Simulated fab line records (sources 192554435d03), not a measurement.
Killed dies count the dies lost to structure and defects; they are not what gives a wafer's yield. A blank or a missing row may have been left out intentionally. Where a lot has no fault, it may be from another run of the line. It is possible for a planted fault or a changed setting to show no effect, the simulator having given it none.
A struck lot beside a sound one || flow n5_finfet || 15 out of 1938 route steps
Sound: wafers L793.2, L793.3, L793.5. Struck: wafers L804.2, L804.4, L804.6. The cause comes at the end.
For every step that has rows: the tool of each side, followed by ch and its chambers, followed by its first start. Under that, the readings that differ: sound wafers || struck wafers || difference of the means || sigmas: that difference in standard deviations of wafers without a fault.
alike: a reading whose means differ by less than 2 such deviations, as well as words and numbers matching on both sides. not compared: withheld readings; readings where some wafer has no value; bounds like >300 that might hide an equal value; numbers whose values overlap and for which the record gives no deviation.
The two part at a step that has a row with sigmas, a row that says differs or no value, or rows on one side only. Numbers that have no deviation but don't overlap get no sigmas and don't part them. A reading that every wafer of one side lacks parts them only if that side has two wafers or more.

N5_SD_ACTIVATION_LSA_01: time 0.0008 s.
  sound on laser_anneal-01 ch 0, day 4 01:10; struck on laser_anneal-01 ch 0, day 6 09:04
  alike: wafer_temp_C_max
N5_SD_ACTIVATION_RS_MEAS_03: measures by four-point-probe.
  sound: film_metro-01 at day 4 01:21; struck: film_metro-01 at day 6 09:15
  alike: RS_SD_N, RS_SD_P
N5_SD_ACTIVATION_INSPECT_02: inspects for defects (darkfield).
  sound: defect_inspect-02 at day 4 01:39; struck: defect_inspect-02 at day 6 09:34
  alike: raw_defect_count
N5_ILD0_LINER_00: material SiNx, target thk 4 nm, pulse time 1 s, purge time 2 s.
  sound on ald_sin-04 ch 0,1,2, day 4 01:41; struck on ald_sin-04 ch 0,1, day 6 09:53
  alike: heater_power_w, precursor_pulse_height_rel
then, 2 steps without rows for these wafers: N5_ILD0_FCVD_FILL_01 (material SiO2 flowable, target thk 200 nm, time 328.3 s); N5_ILD0_CURE_02 (time 1800 s).
N5_ILD0_CMP_03: polishes, stops on SiNx, t overpolish 1.9 s, target thk 197.38 nm.
  sound on cmp-02 ch 0,2,3, day 4 04:05; struck on cmp-04 ch 0,3, day 6 12:16
  alike: motor_current_A, overpolish_run_s, time_to_endpoint_s
N5_ILD0_THK_MEAS_04:
  sound: film_metro-01 at day 4 04:21; struck: film_metro-01 at day 6 12:34
  alike: thk_nm
N5_ILD0_CMP_07: polishes SiO2 flowable, stops on poly-Si, t overpolish 1.18 s, target thk 138.88 nm.
  sound on cmp-02 ch 0,1,2, day 4 04:23; struck on cmp-02 ch 1,2, day 6 12:38
  alike: motor_current_A
N5_ILD0_THK_MEAS_08:
  sound: film_metro-01 at day 4 04:40; struck: film_metro-02 at day 6 12:53
  alike: thk_nm
then, 1 step without rows for these wafers: N5_ILD0_PRECLEAN_10 (cleans in NF3:NH3, afs cycles 5, time 20 s, sublimation time 60 s).
N5_ILD0_ALD_15: deposits SiNx, target thk 24 nm, pulse time 1 s, ald cycles 480.
  sound on ald_sin-01 ch 0,2, day 4 05:23; struck on ald_sin-01 ch 1,3, day 6 13:36
  no value came back on the struck wafers for ald_cycles, chamber_pressure_Torr (Torr), heater_power_w (W), precursor_pulse_height_rel; on the sound wafers ald_cycles reads 480 480 480
N5_ILD0_CMP_12: polishes SiNx, stops on poly-Si, t overpolish 6 s, target thk 17.67 nm.
  sound on cmp-01 ch 0,1,3, day 4 07:35; struck on cmp-02 ch 0,2,3, day 6 15:48
  no value came back on the struck wafers for overpolish_run_s (s), time_to_endpoint_s (s); on the sound wafers overpolish_run_s (s) reads 6.006 5.983 5.991
{"reading": "model.SiO2_flowable_of_ILD0_FCVD_FILL_01.thk_nm (nm)", "sound": "119 119.4 119.2", "struck": "18.2 16.2 17", "difference": -102.1, "sigmas": ""}
  alike: motor_current_A
N5_BEOL_M4_RC_MEAS_101:
  the record has rows for the sound wafers here (prober-02 ch 0, day 8 20:24) and none for the struck ones
-- here the record skips 9 days between the struck wafers' starts before and after, leaving off in module BEOL_M4 and picking up in module PASSIVATION (first step shown: number 1936 of the route) --
N5_PASSIVATION_PROBE_49:
  sound: prober-02 at day 13 05:20; struck: prober-02 at day 15 21:17
{"reading": "defect_limited_yield (%)", "sound": "91.3 90.4 88.6", "struck": "29.1 26.9 26.4", "difference": -62.6, "sigmas": -45}
{"reading": "killed_at_front_end", "sound": "47 36 53", "struck": "763 780 779", "difference": "+729", "sigmas": "+66"}
{"reading": "killed_dies", "sound": "103 113 135", "struck": "837 862 869", "difference": "+739", "sigmas": "+43"}
{"reading": "killed_on_rim", "sound": "21 17 21", "struck": "148 55 58", "difference": "+67", "sigmas": "+19"}
{"reading": "sort_bin_5_function (%)", "sound": "5.0 5.3 5.9", "struck": "66.2 68.5 69.5", "difference": "+62.7", "sigmas": "+70"}
{"reading": "sort_n_pass", "sound": "1077 1067 1045", "struck": "343 318 311", "difference": -739, "sigmas": -43}
{"reading": "sort_yield_pct (%)", "sound": "91.3 90.4 88.6", "struck": "29.1 26.9 26.4", "difference": -62.6, "sigmas": -45}
  alike: killed_at_M0_to_M3, killed_at_M4_up, killed_at_contacts, killed_at_other, killed_open, killed_short, sort_bin_6_memory

## WHERE THEY PART
First at N5_ILD0_ALD_15; last, within this record, at N5_PASSIVATION_PROBE_49.

WHY: the cause the simulator had injected
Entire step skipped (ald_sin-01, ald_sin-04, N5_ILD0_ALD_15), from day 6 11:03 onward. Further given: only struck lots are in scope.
